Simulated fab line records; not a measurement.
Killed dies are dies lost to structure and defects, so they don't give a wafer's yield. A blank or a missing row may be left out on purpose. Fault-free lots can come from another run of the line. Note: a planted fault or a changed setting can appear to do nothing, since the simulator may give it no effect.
Matching of chambers	flow n5Finfet	rieDiel-05 running N5_BEOL_M3_ETCHBACK_99: 4 sister chambers
The step etches SiO2 in CHF3, target depth 5 nm, time 10.4 s. 16 wafers are shown with their chamber, then 8 later ones without.

## EACH WAFER AND ITS CHAMBER
wafer	chamber	showerheadPlenumPTorr (Torr)	drypumpMotorCurrentA (A)	throttleValvePct (%)
L077.2	2	2.07	5.0	17.05
L077.3	1	2.14	6.0	17.06
L077.4	0	2.22	6.1	17.25
L078.1	1	2.14	6.0	17.05
L078.3	0	2.22	6.1	17.25
L078.6	0	2.22	6.1	17.26
L082.1	3	2.20	5.8	17.33
L082.3	2	2.07	5.0	17.09
L082.6	0	2.22	6.1	17.26
L083.1	0	2.22	6.1	17.28
L083.2	3	2.20	5.8	17.33
L083.3	1	2.14	6.0	17.07
L085.3	1	2.14	6.1	17.09
L085.5	0	2.22	6.1	17.27
L085.6	2	2.06	5.0	17.09
L090.1	2	2.06	5.0	17.10

SIGNATURES, as means of the wafers listed above
reading	chamber 0	chamber 1	chamber 2	chamber 3	scatter within a chamber
showerheadPlenumPTorr	2.2200	2.1400	2.0650	2.2000	0.00289
drypumpMotorCurrentA	6.100	6.025	5.000	5.800	0.025
throttleValvePct	17.2617	17.0675	17.0825	17.3300	0.0159
Rule: for each reading, subtract the chamber's mean from the wafer's reading, divide by that reading's scatter and square the result; add these up over the readings and take the root, which gives the wafer's distance from the chamber. The wafer belongs to the nearest chamber; if the next one is less than 2 further off, it can't be placed. The scatter: take each reading less its chamber's mean, square it, sum over the shown wafers, divide by the number of wafers less the number of chambers, and take the root.

## WAFERS WITH NO CHAMBER GIVEN
wafer	showerheadPlenumPTorr (Torr)	drypumpMotorCurrentA (A)	throttleValvePct (%)
L090.3	2.13	6.0	17.10
L090.6	2.13	6.0	17.09
L092.2	2.19	5.8	16.91
L092.3	2.21	6.1	17.31
L092.6	2.19	5.8	16.90
L095.2	2.19	5.8	16.90
L095.4	2.13	6.0	17.09
L095.5	2.06	5.0	17.09

## WHICH CHAMBER EACH ONE RAN IN
wafer	from the rows above	in truth
L090.3	1	1
L090.6	1	1
L092.2	1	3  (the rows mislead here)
L092.3	0	0
L092.6	1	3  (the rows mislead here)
L095.2	1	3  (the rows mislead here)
L095.4	1	1
L095.5	2	2
Correct placement for 5 of the 8. Not placeable from these rows: 0. Number placed wrongly: 3.
